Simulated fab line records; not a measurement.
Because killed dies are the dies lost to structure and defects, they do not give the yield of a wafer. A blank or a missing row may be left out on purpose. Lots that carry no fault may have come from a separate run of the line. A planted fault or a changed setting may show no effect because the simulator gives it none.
Which of the tools did it? | flow nand-harc | Sampling: 21 lots, 63 wafers, 6 of 1159 route steps

## WHAT EACH GAUGE READ, for each wafer
The record holds no reading of a measuring or inspecting step that can be judged against a usual standard deviation.

## WHAT TOOL EACH LOT RAN ON (gives the tool, then ch and the chambers of the sampled wafers, and finally the start)
lot  | NHARC_A_STAIRCASE_DESCUM_168       | NHARC_A_STAIRCASE_TRIM_12          | NHARC_A_STAIRCASE_TRIM_14                     | NHARC_A_STAIRCASE_TRIM_16                     | NHARC_A_STAIRCASE_STRIP_175          | NHARC_A_STAIRCASE_STRIP_205
L075 | rie-diel-03 ch 0,2,3, day 10 22:43 | rie-diel-08 ch 1,2, day 11 00:29   | rie-diel-08 ch 0,3, day 11 03:32 or earlier   | rie-diel-08 ch 0,1, day 11 03:32 or earlier   | plasma-asher-02 ch 0,1, day 11 03:32 | plasma-asher-02 ch 0,1, day 11 07:34
L074 | rie-diel-08 ch 1,2, day 10 22:53   | rie-diel-08 ch 0,2,3, day 11 00:58 | rie-diel-08 ch 1,3, day 11 03:25 or earlier   | rie-diel-08 ch 0,3, day 11 03:25 or earlier   | plasma-asher-01 ch 0,1, day 11 03:25 | plasma-asher-02 ch 0,1, day 11 07:17
L077 | rie-diel-01 ch 0,1,2, day 11 01:47 | rie-diel-01 ch 0,2,3, day 11 03:51 | rie-diel-01 ch 0,2,3, day 11 06:07 or earlier | rie-diel-01 ch 0,2,3, day 11 06:07 or earlier | plasma-asher-02 ch 0,1, day 11 06:07 | plasma-asher-02 ch 0,1, day 11 09:47
L076 | rie-diel-01 ch 0,1,2, day 11 08:26 | rie-diel-01 ch 0,1,3, day 11 10:28 | rie-diel-01 ch 0,2, day 11 13:38 or earlier   | rie-diel-01 ch 0,2,3, day 11 13:38 or earlier | plasma-asher-02 ch 0,1, day 11 13:38 | plasma-asher-02 ch 0,1, day 11 18:00
L078 | rie-diel-08 ch 1,2, day 11 10:59   | rie-diel-08 ch 0,1,3, day 11 13:32 | rie-diel-08 ch 0,1,2, day 11 16:03 or earlier | rie-diel-08 ch 0,2, day 11 16:03 or earlier   | plasma-asher-01 ch 0,1, day 11 16:03 | plasma-asher-02 ch 0,1, day 11 20:28
L079 | rie-diel-03 ch 0,3, day 11 11:14   | rie-diel-03 ch 0,1, day 11 13:16   | rie-diel-03 ch 0,1,2, day 11 17:33 or earlier | rie-diel-03 ch 0,1, day 11 17:33 or earlier   | plasma-asher-01 ch 0,1, day 11 17:33 | plasma-asher-02 ch 0,1, day 11 21:52
L080 | rie-diel-03 ch 0,2,3, day 12 11:32 | rie-diel-08 ch 1,2,3, day 12 13:23 | rie-diel-08 ch 1,2,3, day 12 15:35 or earlier | rie-diel-08 ch 0,1,2, day 12 15:35 or earlier | plasma-asher-02 ch 0,1, day 12 15:35 | plasma-asher-02 ch 0,1, day 12 19:42
L082 | rie-diel-01 ch 0,1,2, day 12 20:27 | rie-diel-03 ch 0,2, day 12 22:23   | rie-diel-03 ch 0,2, day 13 00:41 or earlier   | rie-diel-03 ch 0,2,3, day 13 00:41 or earlier | plasma-asher-01 ch 1, day 13 00:41   | plasma-asher-01 ch 0,1, day 13 04:58
L084 | rie-diel-01 ch 2,3, day 13 01:44   | rie-diel-08 ch 1,3, day 13 03:56   | rie-diel-08 ch 0,2, day 13 06:38 or earlier   | rie-diel-08 ch 0,1,2, day 13 06:38 or earlier | plasma-asher-01 ch 0,1, day 13 06:38 | plasma-asher-01 ch 1, day 13 10:36
L083 | rie-diel-08 ch 2,3, day 13 01:54   | rie-diel-08 ch 0,1, day 13 04:06   | rie-diel-08 ch 0,3, day 13 06:44 or earlier   | rie-diel-08 ch 0,1,2, day 13 06:44 or earlier | plasma-asher-02 ch 0,1, day 13 06:44 | plasma-asher-02 ch 0,1, day 13 10:46
L089 | rie-diel-01 ch 0,1,2, day 13 20:42 | rie-diel-01 ch 0,1,2, day 13 22:37 | rie-diel-01 ch 1,3, day 14 01:22 or earlier   | rie-diel-01 ch 1,3, day 14 01:22 or earlier   | plasma-asher-01 ch 0,1, day 14 01:22 | plasma-asher-01 ch 0,1, day 14 06:38
L085 | rie-diel-01 ch 0,1,2, day 13 20:55 | rie-diel-08 ch 0,1,2, day 13 23:14 | rie-diel-08 ch 0,1,3, day 14 01:54 or earlier | rie-diel-08 ch 1,2,3, day 14 01:54 or earlier | plasma-asher-02 ch 0,1, day 14 01:54 | plasma-asher-01 ch 0,1, day 14 07:31
L086 | rie-diel-03 ch 1,2,3, day 14 01:18 | rie-diel-08 ch 1,2, day 14 04:43   | rie-diel-08 ch 1,2,3, day 14 06:57 or earlier | rie-diel-08 ch 0,1,3, day 14 06:57 or earlier | plasma-asher-01 ch 0,1, day 14 06:57 | plasma-asher-02 ch 1, day 14 11:01
L087 | rie-diel-01 ch 0,3, day 14 04:35   | rie-diel-08 ch 0,1, day 14 06:43   | rie-diel-08 ch 0,2,3, day 14 09:00 or earlier | rie-diel-08 ch 2,3, day 14 09:00 or earlier   | plasma-asher-02 ch 0,1, day 14 09:00 | plasma-asher-02 ch 0,1, day 14 13:34
L088 | rie-diel-01 ch 0,3, day 14 08:32   | rie-diel-03 ch 0,1,2, day 14 10:40 | rie-diel-03 ch 0,1,3, day 14 12:56 or earlier | rie-diel-03 ch 0,1,2, day 14 12:56 or earlier | plasma-asher-01 ch 1, day 14 12:56   | plasma-asher-02 ch 0,1, day 14 16:52
L090 | rie-diel-08 ch 0,2, day 14 17:46   | rie-diel-03 ch 0,1,2, day 14 19:42 | rie-diel-03 ch 0,2,3, day 14 21:47 or earlier | rie-diel-03 ch 0,2,3, day 14 21:47 or earlier | plasma-asher-02 ch 0,1, day 14 21:47 | plasma-asher-01 ch 0,1, day 15 01:46
L091 | rie-diel-01 ch 0,1,2, day 14 22:37 | rie-diel-08 ch 0,2,3, day 15 00:25 | rie-diel-08 ch 1,2,3, day 15 03:09 or earlier | rie-diel-08 ch 0,2,3, day 15 03:09 or earlier | plasma-asher-02 ch 0,1, day 15 03:09 | plasma-asher-01 ch 0,1, day 15 06:49
L092 | rie-diel-08 ch 0,1, day 15 08:26   | rie-diel-08 ch 0,1,2, day 15 10:23 | rie-diel-08 ch 2,3, day 15 12:35 or earlier   | rie-diel-08 ch 0,1,2, day 15 12:35 or earlier | plasma-asher-02 ch 0,1, day 15 12:35 | plasma-asher-02 ch 0,1, day 15 16:15
L094 | rie-diel-01 ch 0,2,3, day 15 08:37 | rie-diel-03 ch 0,1,3, day 15 11:56 | rie-diel-03 ch 0,1,2, day 15 14:08 or earlier | rie-diel-03 ch 0,1,2, day 15 14:08 or earlier | plasma-asher-02 ch 0,1, day 15 14:08 | plasma-asher-02 ch 0,1, day 15 18:11
L095 | rie-diel-03 ch 0,1, day 15 17:31   | rie-diel-01 ch 0,1,2, day 15 19:37 | rie-diel-01 ch 2,3, day 15 23:35 or earlier   | rie-diel-01 ch 1,3, day 15 23:35 or earlier   | plasma-asher-02 ch 0,1, day 15 23:35 | plasma-asher-01 ch 1, day 16 04:23
L097 | rie-diel-03 ch 0,1,2, day 16 17:29 | rie-diel-01 ch 0,1,3, day 16 19:23 | rie-diel-01 ch 2,3, day 16 23:34 or earlier   | rie-diel-01 ch 0,2,3, day 16 23:34 or earlier | plasma-asher-01 ch 0,1, day 16 23:34 | plasma-asher-01 ch 0, day 17 03:16
- NHARC_A_STAIRCASE_DESCUM_168: chemistry O2, time 3 s.
- NHARC_A_STAIRCASE_TRIM_12: chemistry O2, time 211.2 s.
- NHARC_A_STAIRCASE_TRIM_14: chemistry O2, time 211.2 s.
- NHARC_A_STAIRCASE_TRIM_16: chemistry O2, time 211.2 s.
- NHARC_A_STAIRCASE_STRIP_175: strips in O2.
- NHARC_A_STAIRCASE_STRIP_205: strips in O2.

## WHAT THE TOOLS THEMSELVES READ (means of the sampled wafers that have a number; where no wafer has one, the mark that the record gives instead)
NHARC_A_STAIRCASE_DESCUM_168. Usual: drypump-motor-current-A 5.8 A, standard deviation 0.47; mfc-ar-sccm 0.010 sccm, standard deviation 0.013; oes-product-au 0.998 a.u., standard deviation 0.016; rf-vpp-V 58.0 V, standard deviation 0.93; showerhead-plenum-p-Torr 1.95 Torr, standard deviation 0.09; throttle-valve-pct 11.311 %, standard deviation 0.01.
lot  | tool        | drypump-motor-current-A (A) | mfc-ar-sccm (sccm) | oes-product-au (a.u.) | rf-vpp-V (V) | showerhead-plenum-p-Torr (Torr) | throttle-valve-pct (%) | flag
L075 | rie-diel-03 | 5.6                         | 0.015              | 1.004                 | 58.1         | 1.94                            | 11.299                 |
L074 | rie-diel-08 | 6.1                         | 0.013              | 1.003                 | 57.9         | 1.89                            | 11.303                 |
L077 | rie-diel-01 | 5.8                         | 0.005              | 0.980                 | 57.7         | 1.96                            | 11.322                 |
L076 | rie-diel-01 | 5.8                         | 0.005              | 0.984                 | 57.7         | 1.95                            | 11.307                 |
L078 | rie-diel-08 | 6.2                         | 0.007              | 1.005                 | 59.2         | 1.92                            | 11.312                 |
L079 | rie-diel-03 | 5.6                         | 0.000              | 0.998                 | 58.1         | 1.92                            | 11.316                 |
L080 | rie-diel-03 | 5.6                         | 0.015              | 1.003                 | 58.5         | 1.94                            | 11.306                 |
L082 | rie-diel-01 | 5.8                         | 0.005              | 0.989                 | 58.0         | 1.95                            | 11.308                 |
L084 | rie-diel-01 | 5.9                         | 0.009              | 0.976                 | 58.1         | 2.02                            | 11.306                 |
L083 | rie-diel-08 | 6.4                         | 0.005              | 1.023                 | 57.7         | 1.86                            | 11.313                 |
L089 | rie-diel-01 | 5.8                         | 0.005              | 0.987                 | 57.5         | 1.95                            | 11.312                 |
L085 | rie-diel-01 | 5.8                         | 0.005              | 0.983                 | 57.9         | 1.95                            | 11.311                 |
L086 | rie-diel-03 | 5.6                         | 0.015              | 0.993                 | 57.7         | 1.90                            | 11.328                 |
L087 | rie-diel-01 | 5.3                         | 0.018              | 1.001                 | 57.9         | 1.92                            | 11.317                 |
L088 | rie-diel-01 | 5.3                         | 0.018              | 0.995                 | 58.2         | 1.92                            | 11.311                 |
L090 | rie-diel-08 | 6.2                         | 0.000              | 1.019                 | 57.5         | 1.92                            | 11.309                 |
L091 | rie-diel-01 | 5.8                         | 0.005              | 0.990                 | 58.9         | 2.05                            | 11.317                 |
L092 | rie-diel-08 | 6.1                         | 0.007              | 1.012                 | 58.5         | 1.89                            | 11.306                 |
L094 | rie-diel-01 | 5.7                         | 0.009              | 0.993                 | 57.3         | 2.03                            | 11.311                 |
L095 | rie-diel-03 | 5.7                         | 0.000              | 0.999                 | 57.7         | 1.88                            | 11.309                 |
L097 | rie-diel-03 | 5.7                         | 0.015              | 1.000                 | 57.3         | 1.91                            | 11.310                 |

NHARC_A_STAIRCASE_TRIM_12. Usual: drypump-motor-current-A 5.9 A, standard deviation 0.43; mfc-ar-sccm 0.009 sccm, standard deviation 0.013; oes-product-au 1.007 a.u., standard deviation 0.014; rf-vpp-V 57.7 V, standard deviation 0.9; showerhead-plenum-p-Torr 3.54 Torr, standard deviation 0.13; throttle-valve-pct 17.037 %, standard deviation 0.0089.
lot  | tool        | drypump-motor-current-A (A) | mfc-ar-sccm (sccm) | oes-product-au (a.u.) | rf-vpp-V (V) | showerhead-plenum-p-Torr (Torr) | throttle-valve-pct (%) | flag
L075 | rie-diel-08 | 6.2                         | 0.013              | 1.004                 | 56.7         | 3.49                            | 17.028                 |
L074 | rie-diel-08 | 6.3                         | 0.002              | 1.013                 | 57.1         | 3.51                            | 17.032                 |
L077 | rie-diel-01 | 5.7                         | 0.009              | 0.981                 | 57.8         | 3.57                            | 17.041                 |
L076 | rie-diel-01 | 5.4                         | 0.014              | 0.995                 | 57.1         | 3.58                            | 17.033                 |
L078 | rie-diel-08 | 6.2                         | 0.009              | 1.011                 | 57.4         | 3.45                            | 17.030                 |
L079 | rie-diel-03 | 5.7                         | 0.000              | 1.009                 | 57.4         | 3.50                            | 17.040                 |
L080 | rie-diel-08 | 6.3                         | 0.009              | 1.006                 | 57.5         | 3.46                            | 17.039                 |
L082 | rie-diel-03 | 5.6                         | 0.015              | 1.005                 | 58.4         | 3.61                            | 17.027                 |
L084 | rie-diel-08 | 6.2                         | 0.016              | 1.022                 | 57.6         | 3.41                            | 17.038                 |
L083 | rie-diel-08 | 6.2                         | 0.007              | 1.022                 | 58.3         | 3.49                            | 17.043                 |
L089 | rie-diel-01 | 5.8                         | 0.005              | 0.994                 | 57.7         | 3.59                            | 17.034                 |
L085 | rie-diel-08 | 6.2                         | 0.007              | 1.008                 | 57.5         | 3.51                            | 17.039                 |
L086 | rie-diel-08 | 6.2                         | 0.007              | 1.007                 | 58.1         | 3.53                            | 17.041                 |
L087 | rie-diel-08 | 6.2                         | 0.007              | 1.014                 | 57.5         | 3.49                            | 17.046                 |
L088 | rie-diel-03 | 5.6                         | 0.015              | 1.012                 | 58.6         | 3.54                            | 17.040                 |
L090 | rie-diel-03 | 5.6                         | 0.015              | 0.999                 | 57.9         | 3.54                            | 17.039                 |
L091 | rie-diel-08 | 6.3                         | 0.002              | 1.023                 | 57.4         | 3.49                            | 17.038                 |
L092 | rie-diel-08 | 6.2                         | 0.007              | 1.018                 | 58.4         | 3.50                            | 17.033                 |
L094 | rie-diel-03 | 5.7                         | 0.000              | 1.002                 | 59.0         | 3.50                            | 17.029                 |
L095 | rie-diel-01 | 5.8                         | 0.005              | 0.995                 | 57.7         | 3.76                            | 17.032                 |
L097 | rie-diel-01 | 5.3                         | 0.014              | 0.999                 | 57.6         | 3.74                            | 17.038                 |

NHARC_A_STAIRCASE_TRIM_14. Usual: drypump-motor-current-A 5.9 A, standard deviation 0.43; mfc-ar-sccm 0.009 sccm, standard deviation 0.013; oes-product-au 1.007 a.u., standard deviation 0.016; rf-vpp-V 57.7 V, standard deviation 0.98; showerhead-plenum-p-Torr 3.54 Torr, standard deviation 0.14; throttle-valve-pct 17.037 %, standard deviation 0.0093.
lot  | tool        | drypump-motor-current-A (A) | mfc-ar-sccm (sccm) | oes-product-au (a.u.) | rf-vpp-V (V) | showerhead-plenum-p-Torr (Torr) | throttle-valve-pct (%) | flag
L075 | rie-diel-08 | 6.3                         | 0.002              | 1.023                 | 57.9         | 3.49                            | 17.040                 |
L074 | rie-diel-08 | 6.2                         | 0.016              | 1.019                 | 58.1         | 3.42                            | 17.034                 |
L077 | rie-diel-01 | 5.8                         | 0.009              | 0.982                 | 56.4         | 3.57                            | 17.039                 |
L076 | rie-diel-01 | 6.1                         | 0.000              | 0.988                 | 57.5         | 3.42                            | 17.043                 |
L078 | rie-diel-08 | 6.2                         | 0.007              | 1.002                 | 58.3         | 3.52                            | 17.039                 |
L079 | rie-diel-03 | 5.6                         | 0.015              | 1.009                 | 57.9         | 3.56                            | 17.031                 |
L080 | rie-diel-08 | 6.3                         | 0.009              | 1.019                 | 57.4         | 3.46                            | 17.043                 |
L082 | rie-diel-03 | 5.7                         | 0.015              | 1.015                 | 57.8         | 3.61                            | 17.031                 |
L084 | rie-diel-08 | 6.2                         | 0.000              | 1.013                 | 57.9         | 3.57                            | 17.038                 |
L083 | rie-diel-08 | 6.3                         | 0.002              | 1.030                 | 57.5         | 3.48                            | 17.035                 |
L089 | rie-diel-01 | 5.2                         | 0.020              | 0.991                 | 57.9         | 3.74                            | 17.037                 |
L085 | rie-diel-08 | 6.2                         | 0.009              | 1.017                 | 58.3         | 3.44                            | 17.035                 |
L086 | rie-diel-08 | 6.3                         | 0.009              | 1.018                 | 57.7         | 3.46                            | 17.034                 |
L087 | rie-diel-08 | 6.3                         | 0.002              | 1.024                 | 57.8         | 3.49                            | 17.037                 |
L088 | rie-diel-03 | 5.7                         | 0.000              | 1.002                 | 57.4         | 3.50                            | 17.033                 |
L090 | rie-diel-03 | 5.6                         | 0.015              | 1.006                 | 57.4         | 3.56                            | 17.048                 |
L091 | rie-diel-08 | 6.2                         | 0.009              | 1.012                 | 57.0         | 3.45                            | 17.036                 |
L092 | rie-diel-08 | 6.3                         | 0.002              | 1.019                 | 57.4         | 3.50                            | 17.030                 |
L094 | rie-diel-03 | 5.6                         | 0.015              | 1.007                 | 56.6         | 3.54                            | 17.038                 |
L095 | rie-diel-01 | 5.9                         | 0.009              | 0.987                 | 58.0         | 3.70                            | 17.041                 |
L097 | rie-diel-01 | 5.5                         | 0.018              | 0.985                 | 58.2         | 3.68                            | 17.031                 |

NHARC_A_STAIRCASE_TRIM_16. Usual: drypump-motor-current-A 5.9 A, standard deviation 0.42; mfc-ar-sccm 0.009 sccm, standard deviation 0.013; oes-product-au 1.005 a.u., standard deviation 0.015; rf-vpp-V 57.9 V, standard deviation 0.9; showerhead-plenum-p-Torr 3.54 Torr, standard deviation 0.13; throttle-valve-pct 17.036 %, standard deviation 0.0089.
lot  | tool        | drypump-motor-current-A (A) | mfc-ar-sccm (sccm) | oes-product-au (a.u.) | rf-vpp-V (V) | showerhead-plenum-p-Torr (Torr) | throttle-valve-pct (%) | flag
L075 | rie-diel-08 | 6.1                         | 0.013              | 1.011                 | 58.2         | 3.47                            | 17.038                 |
L074 | rie-diel-08 | 6.3                         | 0.002              | 1.027                 | 57.6         | 3.49                            | 17.044                 |
L077 | rie-diel-01 | 5.8                         | 0.009              | 0.982                 | 57.6         | 3.57                            | 17.032                 |
L076 | rie-diel-01 | 5.8                         | 0.009              | 0.988                 | 58.6         | 3.56                            | 17.033                 |
L078 | rie-diel-08 | 6.3                         | 0.000              | 1.011                 | 57.6         | 3.57                            | 17.049                 |
L079 | rie-diel-03 | 5.7                         | 0.000              | 1.002                 | 57.4         | 3.50                            | 17.022                 |
L080 | rie-diel-08 | 6.2                         | 0.007              | 1.007                 | 57.5         | 3.52                            | 17.031                 |
L082 | rie-diel-03 | 5.6                         | 0.015              | 1.000                 | 57.9         | 3.57                            | 17.035                 |
L084 | rie-diel-08 | 6.2                         | 0.007              | 1.013                 | 58.2         | 3.51                            | 17.036                 |
L083 | rie-diel-08 | 6.1                         | 0.007              | 1.015                 | 58.2         | 3.51                            | 17.028                 |
L089 | rie-diel-01 | 5.2                         | 0.020              | 0.994                 | 58.4         | 3.74                            | 17.045                 |
L085 | rie-diel-08 | 6.3                         | 0.009              | 1.016                 | 58.0         | 3.46                            | 17.032                 |
L086 | rie-diel-08 | 6.2                         | 0.009              | 1.017                 | 56.9         | 3.44                            | 17.044                 |
L087 | rie-diel-08 | 6.4                         | 0.002              | 1.019                 | 58.6         | 3.51                            | 17.039                 |
L088 | rie-diel-03 | 5.6                         | 0.015              | 1.006                 | 57.2         | 3.54                            | 17.029                 |
L090 | rie-diel-03 | 5.6                         | 0.015              | 1.005                 | 57.8         | 3.56                            | 17.037                 |
L091 | rie-diel-08 | 6.3                         | 0.002              | 1.028                 | 58.3         | 3.49                            | 17.036                 |
L092 | rie-diel-08 | 6.2                         | 0.007              | 1.008                 | 58.0         | 3.50                            | 17.031                 |
L094 | rie-diel-03 | 5.6                         | 0.015              | 1.001                 | 57.3         | 3.54                            | 17.028                 |
L095 | rie-diel-01 | 5.1                         | 0.023              | 0.998                 | 58.4         | 3.70                            | 17.035                 |
L097 | rie-diel-01 | 5.8                         | 0.009              | 0.991                 | 58.2         | 3.72                            | 17.045                 |

NHARC_A_STAIRCASE_STRIP_175. Usual: drypump-motor-current-A 5.63 A, standard deviation 0.28; heater-power-w 346 W, standard deviation 45.
lot  | tool            | drypump-motor-current-A (A) | heater-power-w (W) | flag
L075 | plasma-asher-02 | 5.56                        | 361                |
L074 | plasma-asher-01 | 5.51                        | 339                |
L077 | plasma-asher-02 | 5.57                        | 361                |
L076 | plasma-asher-02 | 5.57                        | 362                |
L078 | plasma-asher-01 | 5.49                        | 336                |
L079 | plasma-asher-01 | 5.50                        | 338                |
L080 | plasma-asher-02 | 5.78                        | 336                |
L082 | plasma-asher-01 | 5.41                        | 292                |
L084 | plasma-asher-01 | 5.51                        | 323                |
L083 | plasma-asher-02 | 5.57                        | 363                |
L089 | plasma-asher-01 | 5.63                        | 352                |
L085 | plasma-asher-02 | 5.58                        | 361                |
L086 | plasma-asher-01 | 5.51                        | 318                |
L087 | plasma-asher-02 | 5.80                        | 337                |
L088 | plasma-asher-01 | 5.37                        | 285                |
L090 | plasma-asher-02 | 5.57                        | 358                |
L091 | plasma-asher-02 | 5.58                        | 364                |
L092 | plasma-asher-02 | 5.58                        | 362                |
L094 | plasma-asher-02 | 5.78                        | 337                |
L095 | plasma-asher-02 | 5.80                        | 339                |
L097 | plasma-asher-01 | 5.62                        | 352                |

NHARC_A_STAIRCASE_STRIP_205. Usual: drypump-motor-current-A 5.63 A, standard deviation 0.29; heater-power-w 344 W, standard deviation 44.
lot  | tool            | drypump-motor-current-A (A) | heater-power-w (W) | flag
L075 | plasma-asher-02 | 5.79                        | 335                |
L074 | plasma-asher-02 | 5.57                        | 364                |
L077 | plasma-asher-02 | 5.78                        | 331                |
L076 | plasma-asher-02 | 5.57                        | 362                |
L078 | plasma-asher-02 | 5.79                        | 339                |
L079 | plasma-asher-02 | 5.56                        | 370                |
L080 | plasma-asher-02 | 5.57                        | 361                |
L082 | plasma-asher-01 | 5.61                        | 351                |
L084 | plasma-asher-01 | 5.37                        | 289                |
L083 | plasma-asher-02 | 5.78                        | 337                |
L089 | plasma-asher-01 | 5.63                        | 350                |
L085 | plasma-asher-01 | 5.47                        | 317                |
L086 | plasma-asher-02 | 6.01                        | 309                |
L087 | plasma-asher-02 | 5.57                        | 361                |
L088 | plasma-asher-02 | 5.56                        | 363                |
L090 | plasma-asher-01 | 5.51                        | 319                |
L091 | plasma-asher-01 | 5.48                        | 318                |
L092 | plasma-asher-02 | 5.78                        | 339                |
L094 | plasma-asher-02 | 5.56                        | 363                |
L095 | plasma-asher-01 | 5.37                        | 289                |
L097 | plasma-asher-01 | 5.74                        | 385                |

## THE ANSWER, worked out from the rows above alone
Rule: a lot counts as off when the mean over its wafers that have a number is more than 3 standard deviations away from the usual mean. Also off: a lot with no number at a reading for which 4 or more lots have one. The other lots that the step has rows for count as sound. The gauges are gone through in route order, then the tools' own readings, and for those a lot's mean is taken as printed above. At the first step where some lot is off, the reading lying furthest off is the one used; lots without a number count as furthest.
Across all readings shown, no lot is off: no conclusion can be drawn from this.

## WHAT THE SIMULATOR HAD INSERTED
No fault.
